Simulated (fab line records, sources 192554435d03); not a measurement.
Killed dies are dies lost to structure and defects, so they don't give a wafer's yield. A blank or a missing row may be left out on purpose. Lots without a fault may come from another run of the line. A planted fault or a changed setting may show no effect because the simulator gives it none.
Chamber matching | flow n5_finfet | N5_SDB_HM_OPEN_20 on rie_diel-05: 4 sister chambers
The step chemistry CH3F/O2, target SiNx, stops on poly-Si, target depth 24 nm. 8 wafers are shown with their chamber, then 8 later ones without.

WAFERS WITH THEIR CHAMBER
wafer  | chamber | drypump_motor_current_A (A) | showerhead_plenum_p_Torr (Torr)
L076.5 | 0       | 5.7                         | 1.96
L078.6 | 1       | 5.6                         | 1.96
L080.5 | 0       | 5.8                         | 1.96
L081.3 | 2       | 6.5                         | 2.07
L082.1 | 3       | 5.2                         | 2.14
L082.2 | 1       | 5.6                         | 1.95
L082.4 | 2       | 6.5                         | 2.07
L087.3 | 3       | 5.2                         | 2.13

WAFERS WITHOUT THEIR CHAMBER
wafer  | drypump_motor_current_A (A) | showerhead_plenum_p_Torr (Torr)
L087.4 | 5.7                         | 1.95
L087.5 | 6.5                         | 2.07
L089.2 | 5.7                         | 1.95
L089.4 | 6.5                         | 2.07
L089.5 | 6.5                         | 2.07
L090.1 | 5.6                         | 1.95
L090.3 | 5.7                         | 1.95
L090.5 | 6.5                         | 2.06

WHICH CHAMBER EACH WENT THROUGH
wafer  | from the rows above     | in truth
L087.4 | can't be placed: 0 or 1 | 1
L087.5 | 2                       | 2
L089.2 | can't be placed: 0 or 1 | 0
L089.4 | 2                       | 2
L089.5 | 2                       | 2
L090.1 | 1                       | 1
L090.3 | can't be placed: 0 or 1 | 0
L090.5 | 2                       | 2
Placed correctly: 5 of 8. Can't be placed from these rows: 3 (the true chamber is among the candidates in 3). Placed wrongly: 0.
How it was worked out, from the rows above alone: a wafer's distance from a chamber is the root of the sum, over the readings, of the square of ((its reading less the chamber's mean) divided by the reading's scatter). The wafer belongs to the nearest chamber; if the next one is less than 2 further off, it can't be placed. A chamber's mean is the mean of its shown wafers. The scatter: the root of (the sum of the squares of (reading less its chamber's mean) over the shown wafers, divided by (wafers less chambers)).
